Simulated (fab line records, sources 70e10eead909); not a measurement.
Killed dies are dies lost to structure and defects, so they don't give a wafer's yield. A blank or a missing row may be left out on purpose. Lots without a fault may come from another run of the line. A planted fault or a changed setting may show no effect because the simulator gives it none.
A struck lot beside a sound one | flow nand_harc | 45 steps out of a route of 1159
Sound: wafers L200.2, L200.3, L200.5. Struck: wafer L217.5. The cause comes at the end.
At each step with rows: each side's tool, then ch and its chambers, then its first start. Under that, the readings that differ: sound wafers | struck wafers | difference of the means | sigmas: that difference in standard deviations of wafers without a fault.
alike: readings whose means differ by less than 2 such deviations, and words and numbers that are the same on both sides. not compared: withheld readings, readings that some wafer has no value for, bounds like >300 that may hide the same value, and numbers for which the record gives no deviation and whose values overlap.
The two part at a step that has a row with sigmas, a row that says differs or no value, or rows on one side only. Numbers that don't overlap but have no deviation are shown without sigmas and don't part them. A reading that every wafer of one side lacks parts them only if that side has two wafers or more.

NHARC_P_GATE_CD_MEAS_26: target cd 120 nm.
  sound on cd_sem-03 ch 0, day 5 19:27; struck on cd_sem-03 ch 0, day 9 21:01
  alike: cd_nm
NHARC_P_GATE_OVL_MEAS_27:
  sound on overlay-02, day 5 19:32; struck on overlay-02, day 9 21:05
  alike: overlay_x_nm, overlay_y_nm
NHARC_P_GATE_INSPECT_28:
  sound on defect_inspect-02, day 5 19:35; struck on defect_inspect-02, day 9 21:07
  alike: raw_defect_count
NHARC_P_GATE_DESCUM_31: chemistry O2, time 3 s.
  sound on rie_diel-07 ch 0,3, day 5 19:38; struck on rie_diel-11 ch 1, day 9 21:13
  reading                         | sound          | struck | difference | sigmas
  showerhead_plenum_p_Torr (Torr) | 1.91 2.05 2.05 | 1.80   | -0.20      | -2
  alike: drypump_motor_current_A, oes_product_au, rf_vpp_V, throttle_valve_pct
  not compared: rf_hours_counter_h
then, 5 steps without rows for these wafers: NHARC_P_GATE_ETCH_104 (etches the open film in CF4/CHF3, target depth 60 nm); NHARC_P_GATE_HM_OPEN_105 (chemistry O2/COS, target depth 360 nm); NHARC_P_GATE_STRIP_106 (strips in O2/COS); NHARC_P_GATE_ETCH_114 (etches the open film in CF4/O2, target depth 30 nm, overetch 3 nm, time 16.5 s); NHARC_P_GATE_ETCH_32 (etches the open film in HBr/Cl2, target depth 150 nm, time 100.1 s).
NHARC_P_GATE_STRIP_108: strips in O2.
  sound on rie_diel-07 ch 0,1,3, day 5 20:16; struck on rie_diel-07 ch 3, day 9 21:52
  reading               | sound             | struck | difference | sigmas
  oes_product_au (a.u.) | 0.994 0.991 0.995 | 0.971  | -0.022     | -2
  alike: drypump_motor_current_A, rf_vpp_V, showerhead_plenum_p_Torr, throttle_valve_pct
  not compared: rf_hours_counter_h
NHARC_P_GATE_CD_MEAS_33:
  sound on cd_sem-01, day 5 20:26; struck on cd_sem-03, day 9 21:59
  alike: cd_nm
then, 1 step without rows for these wafers: NHARC_P_GATE_STRIP_35 (strips in SPM, time 600 s).
NHARC_P_GATE_PRECLEAN_73: cleans in SC1.
  sound on wet_bench-02 ch 2,3,4, day 5 20:35; struck on wet_bench-02 ch 7, day 9 22:07
  alike: sc1_h2o2_end_mol_l
then, 1 step without rows for these wafers: NHARC_P_GATE_SRD_74.
NHARC_P_GATE_ALD_36: deposits SiNx, target thk 20 nm, pulse time 60 s, ald cycles 223.
  sound on ald_sin-02 ch 0,2, day 5 21:58; struck on ald_sin-01 ch 0, day 10 02:34
  alike: heater_power_w, precursor_pulse_height_rel
then, 14 steps without rows for these wafers: NHARC_P_GATE_ETCHBACK_37 (etches the open film in CHF3/O2, target depth 34.5 nm, time 17.2 s); NHARC_P_GATE_STRIP_101 (strips in O2, time 20 s); NHARC_P_GATE_PRECLEAN_97 (cleans in SPM, time 600 s); NHARC_P_GATE_SRD_98; NHARC_P_GATE_PRECLEAN_99 (cleans in SC1); NHARC_P_GATE_SRD_100; NHARC_P_GATE_DEHYDRATE_38 (time 120 s); NHARC_P_GATE_HMDS_39 (time 30 s); NHARC_P_GATE_COAT_40; NHARC_P_GATE_SOFTBAKE_41 (time 95 s); NHARC_P_GATE_EBR_42; NHARC_P_GATE_EXPOSE_43 (exposes mask P NSD, target cd 720 nm); NHARC_P_GATE_PEB_44 (peb time 85 s); NHARC_P_GATE_DEVELOP_45 (time 70 s).
NHARC_P_GATE_CD_MEAS_46: target cd 720 nm.
  sound on cd_sem-01 ch 0, day 6 07:23; struck on cd_sem-03 ch 0, day 10 08:50
  alike: cd_nm
then, 3 steps without rows for these wafers: NHARC_P_GATE_HARDBAKE_47 (time 80 s); NHARC_P_GATE_DESCUM_48 (chemistry O2, time 3 s); NHARC_P_GATE_IMPLANT_49.
NHARC_P_GATE_STRIP_111: strips in N2/H2, time 250 s.
  sound on plasma_asher-02 ch 0,1, day 6 07:58; struck on plasma_asher-02 ch 1, day 10 09:36
  alike: drypump_motor_current_A, heater_power_w
  not compared: rf_hours_counter_h
NHARC_P_GATE_STRIP_75: strips in O2.
  sound on plasma_asher-02 ch 0,1, day 6 08:14; struck on plasma_asher-02 ch 1, day 10 09:43
  alike: drypump_motor_current_A, heater_power_w
  not compared: rf_hours_counter_h
then, 7 steps without rows for these wafers: NHARC_P_GATE_STRIP_50 (strips in SPM, time 900 s); NHARC_P_GATE_DEHYDRATE_51 (time 120 s); NHARC_P_GATE_HMDS_52 (time 30 s); NHARC_P_GATE_COAT_53; NHARC_P_GATE_SOFTBAKE_54 (time 95 s); NHARC_P_GATE_EBR_55; NHARC_P_GATE_EXPOSE_56 (exposes mask P PSD, target cd 720 nm).
NHARC_P_GATE_INSPECT_68:
  sound on defect_inspect-01, day 6 14:04; struck on defect_inspect-01, day 10 15:38
  reading          | sound       | struck | difference | sigmas
  raw_defect_count | 116 148 105 | 1341   | +1218      | +13
  not compared: hold
NHARC_P_CONTACT_DEP_30: deposits SiNx, target thk 30 nm.
  sound on pecvd-02 ch 0,1,2, day 6 14:08; struck on pecvd-01 ch 1, day 10 18:49
  reading | sound | struck                   | difference                   | sigmas
  hold    | - - - | await_dispo/2.2h/release | no value on the sound wafers |
  alike: heater_power_w
-- the record jumps here: 13 days lie between the struck wafers' starts before and after (it left off in module P_CONTACT and takes up again in module END, whose first step shown is number 1159 of the route) --
NHARC_END_SORT_01:
  sound on prober-01 ch 0, day 20 17:16; struck on prober-02 ch 0, day 24 04:58
  reading             | sound    | struck | difference | sigmas
  killed_at_periphery | 3 0 3    | 104    | +102       | +51
  killed_dies         | 41 37 37 | 120    | +82        | +7
  alike: killed_at_array, killed_at_other, killed_open, killed_short

WHERE THEY PART
First at NHARC_P_GATE_DESCUM_31; last, within this record, at NHARC_END_SORT_01.

WHY: what the simulator had put in
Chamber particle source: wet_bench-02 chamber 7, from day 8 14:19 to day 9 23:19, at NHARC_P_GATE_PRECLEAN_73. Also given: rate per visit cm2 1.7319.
